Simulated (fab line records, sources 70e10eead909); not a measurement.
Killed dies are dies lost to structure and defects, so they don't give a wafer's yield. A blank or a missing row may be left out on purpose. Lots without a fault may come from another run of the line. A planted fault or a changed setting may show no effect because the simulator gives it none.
Which tool did it? | flow nand_harc | 6 lots, 18 wafers sampled, at 5 steps of a route of 1302

WHAT THE GAUGES READ, wafer by wafer
NHARC_END_SORT_01.
lot  | measured     | on        | killed_at_array
L466 | day 31 01:42 | prober-01 | 629 70 69
L468 | day 31 23:45 | prober-01 | 42 625 38

WHICH TOOL RAN EACH LOT (tool, then ch and the chambers of the sampled wafers, then the start)
lot  | NHARC_A_STAIRCASE_STRIP_205          | NHARC_A_STAIRCASE_ETCH_232                    | NHARC_A_STAIRCASE_ETCH_234         | NHARC_A_STAIRCASE_STRIP_238
L455 | plasma_asher-02 ch 0,1, day 17 14:53 | rie_diel-10 ch 0,1,2, day 17 18:17 or earlier | rie_diel-10 ch 0,1,3, day 17 18:17 | plasma_asher-01 ch 0,1, day 17 18:42
L458 | plasma_asher-01 ch 0,1, day 18 17:13 | rie_diel-04 ch 0,1,2, day 18 20:45 or earlier | rie_diel-04 ch 0,2,3, day 18 20:45 | plasma_asher-01 ch 0,1, day 18 21:10
L460 | plasma_asher-02 ch 0,1, day 19 23:09 | rie_diel-07 ch 0,2,3, day 20 05:17 or earlier | rie_diel-07 ch 1,3, day 20 05:17   | plasma_asher-01 ch 0,1, day 20 05:44
L462 | plasma_asher-01 ch 0,1, day 20 20:07 | rie_diel-04 ch 0,1,3, day 20 23:12 or earlier | rie_diel-04 ch 1,2,3, day 20 23:12 | plasma_asher-02 ch 0,1, day 20 23:41
L466 | plasma_asher-02 ch 0,1, day 22 19:49 | rie_diel-07 ch 0,2,3, day 22 23:17 or earlier | rie_diel-07 ch 1,2,3, day 22 23:17 | plasma_asher-02 ch 0,1, day 22 23:43
L468 | plasma_asher-01 ch 0, day 23 06:44   | rie_diel-07 ch 0,3, day 23 11:49 or earlier   | rie_diel-07 ch 0,1,3, day 23 11:49 | plasma_asher-02 ch 0,1, day 23 12:16
- NHARC_A_STAIRCASE_STRIP_205: strips in O2.
- NHARC_A_STAIRCASE_ETCH_232: etches the open film in C4F8/O2, target depth 100 nm, time 40.5 s.
- NHARC_A_STAIRCASE_ETCH_234: etches the open film in C4F8/O2, target depth 100 nm, time 40.5 s.
- NHARC_A_STAIRCASE_STRIP_238: strips in O2.

THE ANSWER, worked out from the rows above alone
Rule: what is usual is taken from the lots themselves. Put in order of their means at a reading, lots are off if they are a third of the lots or fewer, leave a main group of 4 or more, and stand apart from it by a gap of 3 or more times the standard deviation of the main group's means; of several such gaps the widest counts. A main group whose means are all the same, to the digits that the tables above print for the reading, isn't used. A lot without any number at a reading at which 4 lots or more have one is off too. The other lots that the step has rows for count as sound.
No lot is off at any reading shown: from this, nothing can be told.

WHAT THE SIMULATOR HAD PUT IN
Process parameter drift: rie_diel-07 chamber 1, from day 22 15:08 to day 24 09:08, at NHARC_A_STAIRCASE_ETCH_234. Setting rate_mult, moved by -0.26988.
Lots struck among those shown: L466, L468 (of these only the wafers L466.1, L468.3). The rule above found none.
